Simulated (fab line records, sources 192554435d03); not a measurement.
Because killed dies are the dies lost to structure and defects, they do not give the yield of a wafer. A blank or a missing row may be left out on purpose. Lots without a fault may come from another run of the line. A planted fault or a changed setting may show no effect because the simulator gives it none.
Code-filled problem report in 8D (eight disciplines) form :: flow n5Finfet :: the parts of the form that need people (team, actions taken, sign-off) are left out

== 1. WHAT WENT WRONG ==
Mean of spinSpeedRpm at N5_BEOL_M4_COAT_22: 1705.5 rpm across 6 wafers in 2 lots; on wafers with no fault it is 1500.1 rpm (standard deviation 0.91). That is +99 or more standard deviations from the usual mean.
The step: resist thk 30 nm.
The first sign was on wafer L627.2 at day 9 17:41, on lithoTrack-02. The record holds 27 wafers of 10 lots with a number at this step. Rule for "out" (also "out of limits"): further than 4 standard deviations from the usual mean. The rest of the wafers with a number are treated as sound.

== 2. WHAT THIS IS AND IS NOT ==
question: which readings at this step
is: spinSpeedRpm
is not: -

question: which lots
is: L627, L628
is not: L620, L621, L622, L625, L639, L641, L642, L643

question: which wafers of those lots
is: all that have a number
is not: -

question: read on which tools
is: lithoTrack-02
is not: lithoTrack-03

question: when
is: from day 9 17:41
is not: up to then (12 sound wafers); but 9 sound wafers of L639, L641, L642, L643 came after

== 3. WHAT RULES OUT EACH SUSPECT ==
Counting: a tool at a process step up to the reading stays a suspect if it ran every lot that is out and no sound lot after the first of them.
- lithoTrack-02 at N5_BEOL_M4_COAT_22 (resist thk 30 nm): ruled out as a lasting fault. The sound lots L642, L641 went through it after L627, its earliest lot that is out (day 9 17:41).
Left after counting: nothing in the record.

== 4. THE CAUSE (what the simulator had put in) ==
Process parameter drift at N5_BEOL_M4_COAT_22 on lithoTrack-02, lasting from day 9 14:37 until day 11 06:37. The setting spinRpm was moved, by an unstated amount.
Counting ruled it out, wrongly.

== 5. THE CHAIN OF EFFECTS, in route order ==
Each row: a reading where the mean over the struck wafers with a number is more than 3 standard deviations away from the usual. Readings are gone through only where the record gives a usual standard deviation; hours: the median, over the lots, of the time from a lot's start at the first step in this table giving one to that lot's start at this step; sigmas: the change measured in usual standard deviations.
hours: 0
step: N5_BEOL_M4_COAT_22
reading: spinSpeedRpm
usual: 1500.1 rpm
on struck wafers: 1705.5
change: +205.4
sigmas: +99 or more
Process steps it contains:
- N5_BEOL_M4_COAT_22: resist thk 30 nm.
Later steps that measure or inspect, where all struck wafers having a row at the step show a number for every such reading and not one has moved that far: N5_BEOL_M4_OVL_MEAS_29, N5_BEOL_M4_RC_MEAS_101.

== 6. WHAT WOULD HAVE CAUGHT IT SOONER ==
In this record no reading fell out of limits until day 9 17:41, 3 hours after the fault had begun at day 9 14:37.
